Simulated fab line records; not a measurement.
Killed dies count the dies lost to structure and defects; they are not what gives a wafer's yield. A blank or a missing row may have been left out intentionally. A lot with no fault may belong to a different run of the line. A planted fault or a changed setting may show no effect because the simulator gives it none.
fab line records | flow nandHarc
[record] lots = 15 wafers = 45 lastDay = 33
route steps=1302 shown A_BONDPAD@1203
lots with no fault: from the same line, run without faults
startH: hours from the record's first day to the start of the lot's first wafer shown | waitH: hours since the lot's step before | " identical to the entry in the row above | L1.1+2: a row that stands for several wafers | - value missing, or start not given | * or withheld: withheld | < > ~ a bound
route shown NAME@n: names a module that has steps shown in the file, with the first one's number in the route | usual: the fault-free wafers' mean and standard deviation | same: alike in all rows | chamber/n: place in a boat | sites: the reading at each site | _std_site: standard deviation of those values | _edge_site: the outer-site mean with the inner-site mean subtracted | radiusMm: for every site, how far away it sits from the centre of the wafer | mask NAME#n: copy n | behind: the last tool/chamber to shape the wafer | hold: the reason the lot was held/the length of the hold in hours/how it ended | device: which transistor (n, p or np) failed to switch | end of line: at the end of the route, the tests of the same wafers | a step given without rows: its recipe and nothing more | killed: not the wafer's yield, but the dies lost to structure and defects at the first sort | map: a wafer's dies, x killed, . not, _ none there
set.NAME: the setting the step ran with; set.NAME@STEP: the setting that earlier step ran with | model.NAME: the simulator's own value behind a step, which no gauge read
route steps across a sampled set of lots; one table per step, one row per wafer
services: a tool's chamber out of use, with start hour (startH, from the record's first day; less than 0 if before it), hours out, and reason
[[steps]]
[step NHARC_A_BONDPAD_CMP_29]
[recipe] targetThkNm = 200 material = SiCN
[usual] motorCurrentA = 12.1/1.3
// columns lot.wafer tool chamber startH waitH motorCurrentA
L470.2 cmp-01 3 544.73 - 11.1
L470.3 " 1 " " 13.7
L470.5 " 3 " " 11.7
L472.4 cmp-01 0 549.34 - 11.7
L472.2 " 1 " " 13.4
L472.1 " 2 " " 12.4
L471.1 cmp-02 2 554.64 - 11.5
L471.4 " 1 " " 10.2
L471.6 " 2 " " 11.4
L474.1 cmp-01 1 581.92 0.5 13.7
L474.3 " 0 " " 11.8
L474.5 " 2 " " 12.4
L475.1 cmp-04 0 601.06 - 11.2
L475.2 " 1 " " 12.0
L475.4 " 2 " " 11.4
L479.2 cmp-04 3 639.41 - 12.3
L479.3 " 0 " " 11.2
L479.5 " 2 " " 11.0
L480.2 cmp-02 1 645.54 - 10.7
L480.4 " 2 " " 11.7
L480.1 " 3 " " 11.5
L483.3 cmp-01 3 664.78 - 11.3
L483.1 " 0 " " 11.7
L483.5 " 2 " " 12.2
L485.4 cmp-01 2 677.57 - 12.2
L485.1 " 3 " " 11.0
L485.5 " 1 " " 13.5
L487.2 cmp-04 1 689.62 - 12.2
L487.4 " 3 " " 12.6
L487.5 " 0 " " 10.7
L488.2 cmp-02 3 712.83 - 11.5
L488.6 " 2 " " 11.2
L488.5 " 3 " " 11.5
L489.4 cmp-01 0 731.64 - 12.2
L489.5 " 2 " " 12.2
L489.6 " 3 " " 11.0
L490.2 cmp-02 1 748.22 - 11.0
L490.4 " 2 " " 12.0
L490.3 " 3 " " 11.5
L491.2 cmp-04 3 759.35 - 12.0
L491.1 " 2 " " 11.3
L491.5 " 3 " " 12.4
L492.1 cmp-04 2 761.51 - 10.9
L492.3 " 3 " " 12.7
L492.2 " 0 " " 11.0
[step NHARC_A_BONDPAD_ETCH_34]
[recipe] targetDepthA = 600 overetchA = 180 timeS = 65.91 ionEnergyEv = 200 n2FlowSccm = 150 h2FlowSccm = 150 arFlowSccm = 0 rfW = 400 biasW = 150 chemistry = N2/H2
[usual] biasW = 150.0/0.39 chamberPressureMTorr = 29.999/0.026 drypumpMotorCurrentA = 5.6/0.51 oesProductAu = 1.004/0.0089 rfVppV = 431.7/2.3 showerheadPlenumPTorr = 2.09/0.078 throttleValvePct = 14.172/0.0078
// columns lot.wafer tool chamber startH waitH biasW chamberPressureMTorr drypumpMotorCurrentA oesProductAu rfHoursCounterH rfVppV showerheadPlenumPTorr throttleValvePct
L470.3 rieDiel-03 1 545.84 0.1 150.0 29.975 5.9 1.003 3 428.8 2.05 14.182
L470.2 " 2 " " 150.2 29.953 5.0 0.996 3 429.3 2.03 14.165
L470.5 " 2 " " 149.5 30.021 5.0 1.002 - 431.1 2.03 14.181
L472.1 rieDiel-03 0 550.47 0.1 150.0 30.000 6.3 1.010 3 430.5 2.01 14.166
L472.2 " 1 " " 150.2 30.013 5.9 1.016 3 431.5 2.05 14.181
L472.4 " 2 " " 150.3 29.964 5.0 0.997 3 428.6 2.03 14.171
L471.1 rieDiel-12 2 555.75 0.1 149.5 29.997 6.2 1.032 15 434.4 2.21 14.165
L471.4 " 0 " " 150.5 30.048 5.1 1.004 15 429.9 2.00 14.170
L471.6 " 2 " " 149.2 29.993 6.2 1.021 - 435.4 2.21 14.172
L474.3 rieDiel-03 0 583.06 0.1 150.6 30.028 6.3 1.010 4 429.8 2.01 14.171
L474.1 " 1 " " 150.1 30.018 5.9 1.007 4 430.1 2.05 14.167
L474.5 " 2 " " 150.1 29.982 5.0 1.009 - 430.0 2.03 14.168
L475.2 rieDiel-03 2 602.02 0.1 150.4 30.013 5.0 1.004 4 429.3 2.03 14.160
L475.4 " 3 " " 150.4 30.000 5.3 1.026 4 435.5 2.19 14.158
L475.1 " 0 " " 149.7 30.019 6.3 1.010 5 429.3 2.01 14.156
L479.2 rieDiel-12 1 640.51 0.1 - - - - - - - -
L479.3 " 3 " " - - - - - - - -
L479.5 " 1 " " - - - - - - - -
L480.4 rieDiel-03 3 646.65 0.0 - - - - - - - -
L480.2 " 0 " " - - - - - - - -
L480.1 " 1 " " - - - - - - - -
L483.3 rieDiel-03 3 665.88 0.1 - - - - - - - -
L483.1 " 0 " " - - - - - - - -
L483.5 " 2 " " - - - - - - - -
L485.4 rieDiel-12 2 678.74 0.1 150.7 30.018 6.2 1.001 8 434.8 2.21 14.186
L485.1 " 1 " " 150.5 29.966 5.1 0.995 8 432.8 2.15 14.174
L485.5 " 2 " " 150.9 30.007 6.2 1.006 - 434.2 2.20 14.178
L487.4 rieDiel-03 3 690.71 0.1 149.9 29.979 5.3 1.008 1 434.4 2.19 14.164
L487.2 " 1 " " 150.3 30.011 5.9 1.007 1 428.6 2.04 14.183
L487.5 " 2 " " 150.0 30.011 5.0 1.004 - 429.7 2.03 14.151
L488.2 rieDiel-03 0 713.92 0.1 149.9 29.950 6.3 1.012 2 427.5 2.01 14.163
L488.5 " 2 " " 149.5 30.038 5.0 0.994 - 429.8 2.03 14.173
L488.6 " 3 " " 150.3 29.999 5.3 1.005 - 433.3 2.19 14.181
L489.4 rieDiel-03 0 732.60 0.1 150.0 29.975 6.3 1.020 3 430.6 2.01 14.175
L489.5 " 2 " " 150.0 30.035 5.0 0.996 - 430.3 2.03 14.163
L489.6 " 3 " " 149.9 29.963 5.3 1.005 - 434.4 2.19 14.173
L490.3 rieDiel-03 3 749.35 0.1 149.7 30.021 5.3 0.998 4 434.9 2.19 14.185
L490.2 " 0 " " 150.4 30.009 6.3 1.005 4 427.7 2.01 14.163
L490.4 " 1 " " 150.3 30.007 6.0 1.003 3 430.9 2.04 14.173
L491.1 rieDiel-03 1 760.48 0.1 150.2 30.023 5.9 1.014 4 431.7 2.04 14.169
L491.2 " 3 " " 148.9 30.005 5.3 0.997 4 434.6 2.19 14.152
L491.5 " 1 " " 149.8 30.026 5.9 1.005 - 430.9 2.04 14.166
L492.2 rieDiel-12 0 762.66 0.1 149.2 30.012 5.1 0.999 21 428.6 1.99 14.160
L492.1 " 1 " " 149.2 29.964 5.0 0.994 18 433.0 2.14 14.184
L492.3 " 2 " " 150.1 29.977 6.2 1.020 20 434.7 2.20 14.180
[step NHARC_A_BONDPAD_ETCH_12]
[recipe] targetDepthA = 2200 timeS = 110 chf3FlowSccm = 50 o2FlowSccm = 10 arFlowSccm = 200 rfW = 500 biasW = 200 chemistry = CHF3/O2
[usual] biasW = 200.0/0.6 chamberPressureMTorr = 25.001/0.023 drypumpMotorCurrentA = 5.5/0.51 o2FlowSccm = 10.00/0.032 oesProductAu = 0.956/0.023 rfVppV = 371.7/2 showerheadPlenumPTorr = 2.45/0.084 throttleValvePct = 20.573/0.0091
// columns lot.wafer tool chamber startH waitH biasW chamberPressureMTorr drypumpMotorCurrentA o2FlowSccm oesProductAu rfHoursCounterH rfVppV showerheadPlenumPTorr throttleValvePct
L470.2 rieDiel-03 0 - - 200.8 24.972 6.3 10.00 0.916 3 370.9 2.37 20.571
L470.3 " 1 " " 200.3 25.014 5.9 9.97 0.911 3 370.2 2.41 20.547
L470.5 " 3 " " 200.2 24.988 5.3 9.95 0.930 - 372.0 2.56 20.573
L472.1 rieDiel-03 3 - - 200.1 25.016 5.3 9.99 0.934 3 374.3 2.56 20.571
L472.2 " 1 " " 200.5 24.979 5.9 10.02 0.932 3 371.0 2.41 20.571
L472.4 " 2 " " 199.9 25.004 5.0 9.99 0.929 3 368.6 2.39 20.594
L471.4 rieDiel-12 0 - - 200.1 25.009 5.1 9.98 0.929 15 370.2 2.36 20.571
L471.1 " 2 " " 201.2 24.967 6.2 9.97 0.941 15 375.0 2.59 20.563
L471.6 " 0 " " 199.7 25.013 5.1 10.03 0.929 - 369.8 2.36 20.566
L474.3 rieDiel-03 0 - - 200.2 25.008 6.3 10.01 0.955 4 368.8 2.37 20.582
L474.1 " 2 " " 199.7 25.012 5.0 9.95 0.971 4 370.9 2.39 20.573
L474.5 " 2 " " 199.8 25.020 4.9 9.97 0.959 - 369.8 2.39 20.564
L475.1 rieDiel-03 2 - - 198.9 25.013 5.0 10.00 0.971 4 370.6 2.39 20.560
L475.2 " 3 " " 199.7 24.992 5.3 10.01 0.996 4 374.8 2.56 20.575
L475.4 " 0 " " 199.6 25.022 6.3 9.93 0.971 5 369.2 2.37 20.590
L479.2 rieDiel-12 3 640.60 0.1 200.8 25.030 5.3 10.02 0.963 1 373.3 2.52 20.572
L479.3 " 2 " " 200.1 25.010 6.2 10.02 0.990 1 373.6 2.59 20.578
L479.5 " 3 " " 201.0 24.988 5.3 10.03 0.951 - 373.3 2.52 20.576
L480.4 rieDiel-03 3 646.75 0.1 201.1 25.002 5.3 9.98 0.964 0 373.4 2.56 20.581
L480.1 " 0 " " 200.5 25.018 6.3 9.98 1.014 0 368.3 2.37 20.565
L480.2 " 1 " " 200.2 24.981 5.9 10.01 0.970 0 370.9 2.41 20.563
L483.3 rieDiel-03 2 665.97 0.1 200.4 25.044 4.9 10.00 0.976 0 370.3 2.39 20.569
L483.1 " 3 " " 199.8 24.956 5.3 9.95 0.982 0 373.5 2.56 20.580
L483.5 " 2 " " 200.6 25.019 5.0 10.00 0.975 - 369.5 2.39 20.581
L485.1 rieDiel-12 1 - - 199.9 25.019 5.0 10.01 0.973 8 372.6 2.52 20.585
L485.4 " 2 " " 199.6 25.005 6.2 10.02 0.926 8 373.9 2.58 20.570
L485.5 " 0 " " 199.6 24.989 5.1 10.02 0.963 - 369.0 2.35 20.580
L487.4 rieDiel-03 3 - - 199.8 25.004 5.3 10.00 0.963 1 375.3 2.56 20.586
L487.2 " 0 " " 199.5 24.981 6.3 10.03 0.964 1 370.3 2.37 20.574
L487.5 " 2 " " 200.0 24.997 5.0 9.95 0.961 - 369.9 2.39 20.585
L488.2 rieDiel-03 3 - - 200.0 25.004 5.3 10.01 0.923 2 373.5 2.56 20.574
L488.5 " 3 " " 199.1 25.000 5.3 10.00 0.939 - 374.0 2.56 20.589
L488.6 " 0 " " 200.7 24.978 6.3 9.93 0.930 - 370.0 2.36 20.582
L489.4 rieDiel-03 2 - - 200.1 24.992 5.0 10.04 0.951 3 371.4 2.39 20.575
L489.6 " 0 " " 200.0 25.001 6.3 9.99 0.985 - 369.8 2.36 20.571
L489.5 " 1 " " 200.7 25.036 5.9 10.00 0.961 - 370.9 2.41 20.570
L490.2 rieDiel-03 1 - - 199.8 25.022 5.9 10.03 0.956 3 370.1 2.41 20.567
L490.4 " 2 " " 200.1 24.985 5.0 9.98 0.930 3 371.0 2.39 20.569
L490.3 " 0 " " 199.6 25.033 6.3 10.00 0.973 4 369.3 2.36 20.572
L491.2 rieDiel-03 0 - - 199.4 24.984 6.3 9.98 0.956 4 370.5 2.36 20.590
L491.1 " 2 " " 199.8 24.970 5.0 10.06 0.969 4 371.6 2.39 20.582
L491.5 " 1 " " 199.6 25.038 5.9 9.95 0.959 - 371.8 2.41 20.565
L492.2 rieDiel-12 1 - - 198.6 24.995 5.0 9.98 0.922 18 373.1 2.51 20.580
L492.3 " 2 " " 199.7 24.986 6.2 10.07 0.923 20 374.0 2.58 20.564
L492.1 " 3 " " 200.0 24.999 5.3 9.96 0.924 20 373.5 2.52 20.574
[step NHARC_A_BONDPAD_PVD_27]
[recipe] targetThkA = 300 chamberPressurePa = 5 powerW = 5000 substrateTempC = 30 timeS = 20.49 material = Cu
[usual] substrateTempC = 30.00/0.11 throttleValvePct = 30.1/1
// columns lot.wafer tool chamber startH waitH substrateTempC throttleValvePct
L470.2 pvdSputter-02 - - - 30.06 31.0
L470.3 " - " " 30.06 29.6
L470.5 " - " " 30.22 28.2
L472.2 pvdSputter-02 - - - 29.96 29.5
L472.1 " - " " 29.91 29.1
L472.4 " - " " 29.87 28.0
L471.4 pvdSputter-03 - - - 29.85 30.5
L471.1 " - " " 29.85 30.9
L471.6 " - " " 29.89 30.5
L474.3 pvdSputter-03 - - - 29.86 30.4
L474.1 " - " " 29.90 30.8
L474.5 " - " " 30.00 30.5
L475.4 pvdSputter-03 - - - 29.79 30.8
L475.2 " - " " 30.10 31.3
L475.1 " - " " 29.97 30.3
L479.3 pvdSputter-03 - - - 30.16 30.6
L479.2 " - " " 30.08 30.6
L479.5 " - " " 29.96 30.3
L480.2 pvdSputter-03 - - - 29.98 30.3
L480.4 " - " " 30.27 30.5
L480.1 " - " " 30.00 30.5
L483.3 pvdSputter-02 - - - 30.06 29.4
L483.1 " - " " 30.11 31.2
L483.5 " - " " 30.15 29.4
L485.1 pvdSputter-03 - - - 29.96 31.3
L485.4 " - " " 30.01 30.8
L485.5 " - " " 29.89 31.2
L487.2 pvdSputter-01 - - - 29.79 29.7
L487.4 " - " " 29.87 29.4
L487.5 " - " " 29.95 29.5
L488.2 pvdSputter-02 - - - 29.73 30.4
L488.6 " - " " 29.98 29.4
L488.5 " - " " 30.09 27.7
L489.4 pvdSputter-03 - - - 30.03 30.4
L489.6 " - " " 30.07 30.4
L489.5 " - " " 30.02 31.8
L490.4 pvdSputter-03 - - - 30.00 30.4
L490.3 " - " " 29.94 31.5
L490.2 " - " " 29.87 30.1
L491.2 pvdSputter-03 - - - 30.02 31.6
L491.1 " - " " 30.04 30.2
L491.5 " - " " 29.97 30.5
L492.1 pvdSputter-02 - - - 30.11 27.7
L492.3 " - " " 29.95 30.2
L492.2 " - " " 29.93 29.4
[[services]]
// columns tool chamber startH hours kind
pvdSputter-03 - 526.00 10.0 pm
cmp-02 - 526.65 4.0 pm
cmp-02 - 542.31 0.4 repair
cmp-02 - 565.49 4.1 repair
rieDiel-03 3 573.51 12.1 repair
cmp-01 - 577.51 3.5 repair
pvdSputter-03 - 577.63 2.5 repair
cmp-01 - 600.15 4.0 pm
cmp-04 - 601.19 4.0 pm
rieDiel-12 - 609.04 0.7 repair
rieDiel-12 - 622.57 9.0 pm
cmp-02 - 624.69 4.0 pm
pvdSputter-02 - 633.72 1.0 repair
pvdSputter-02 - 635.19 0.6 repair
rieDiel-03 - 635.32 9.0 pm
pvdSputter-02 - 638.03 10.0 pm
pvdSputter-02 - 658.13 1.4 repair
pvdSputter-02 - 673.23 1.4 repair
cmp-01 - 698.15 4.0 pm
cmp-04 - 699.19 4.0 pm
pvdSputter-03 - 704.00 10.0 pm
rieDiel-12 1 737.79 11.7 repair
rieDiel-03 0 755.66 4.4 repair
pvdSputter-03 - 756.56 3.1 repair
[[key]]
[firstSign] step = NHARC_A_BONDPAD_ETCH_34 reading = toolRecord direction = missing
effect none on later readings
metAt NHARC_A_BONDPAD_ETCH_34
struckLots L479,L480,L483
laterRowsLeftOut L479.2,L479.3,L479.5,L480.1,L480.2,L480.4,L483.1,L483.3,L483.5
sortLeftOut L479.2,L479.3,L479.5,L480.1,L480.2,L480.4,L483.1,L483.3,L483.5
notActingAt NHARC_A_BONDPAD_CMP_29,NHARC_A_BONDPAD_ETCH_12,NHARC_A_BONDPAD_PVD_27
onsetBetween 602.02 640.51
[fault] kind = skippedStepWhole tool = rieDiel-03,rieDiel-12 chamber = - onsetH = 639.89 steps = NHARC_A_BONDPAD_ETCH_34 scope = struckLotsOnly
// sortLeftOut: the simulated sort isn't trusted on such a fault, so these wafers' sort isn't shown, and their yield isn't known
// laterRowsLeftOut: the simulator's readings of these wafers behind a module that went badly wrong aren't trusted and aren't shown, but for the sort
